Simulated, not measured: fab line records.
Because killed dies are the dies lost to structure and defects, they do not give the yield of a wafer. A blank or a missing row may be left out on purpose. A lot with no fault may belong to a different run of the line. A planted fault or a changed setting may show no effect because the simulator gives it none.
Which tool was responsible? :: flow n5Finfet :: 18 wafers from 6 lots sampled at 2 of the route's 1938 steps

WHAT THE GAUGES SHOWED, per wafer
N5_PASSIVATION_CD_MEAS_30: the cd target is 4000 nm.
lot: L983
measured: day 12 18:57
on: cdSem-03
cdNm (nm): 3998.9 4000.5 3999.2

lot: L985
measured: day 13 00:05
on: cdSem-03
cdNm (nm): 3997.9 4001.8 3999.8

lot: L988
measured: day 14 00:01
on: cdSem-02
cdNm (nm): 4000.4 4000.6 4005.5

lot: L989
measured: day 14 09:45
on: cdSem-03
cdNm (nm): 4004.4 3999.8 4000.0

lot: L991
measured: day 14 14:15
on: cdSem-02
cdNm (nm): 4002.8 3999.3 3999.2

lot: L993
measured: day 14 22:02
on: cdSem-03
cdNm (nm): 4003.6 4002.2 4003.5

WHAT TOOL EACH LOT RAN ON (gives the tool, then ch and the chambers of the sampled wafers, and finally the start)
lot: L983
N5_BEOL_M4_SPUTTER_92: pvdSputter-03, day 8 14:17

lot: L985
N5_BEOL_M4_SPUTTER_92: pvdSputter-01, day 8 17:55

lot: L988
N5_BEOL_M4_SPUTTER_92: pvdSputter-02, day 9 19:50

lot: L989
N5_BEOL_M4_SPUTTER_92: pvdSputter-02, day 10 02:43

lot: L991
N5_BEOL_M4_SPUTTER_92: pvdSputter-01, day 10 04:51

lot: L993
N5_BEOL_M4_SPUTTER_92: pvdSputter-01, day 11 02:31
- N5_BEOL_M4_SPUTTER_92: material Cu, target thk 4.5 nm, time 8.29 s.

THE ANSWER, worked out from the rows above alone
Rule: the usual values come from the lots themselves. The widest of any qualifying gaps counts: lots, ordered by their means at a reading, are off when they make up no more than a third of the lots, leave a main group of 4 or more, and stand apart from it by 3 or more times the standard deviation of that group's means. A main group whose means are all the same, to the digits that the tables above print for the reading, isn't used. Also off: a lot with no number at a reading for which 4 or more lots have one. Where the step has rows for the other lots, those lots are counted as sound.
Across all readings shown, no lot is off: no conclusion can be drawn from this.

WHAT THE SIMULATOR HAD INSERTED
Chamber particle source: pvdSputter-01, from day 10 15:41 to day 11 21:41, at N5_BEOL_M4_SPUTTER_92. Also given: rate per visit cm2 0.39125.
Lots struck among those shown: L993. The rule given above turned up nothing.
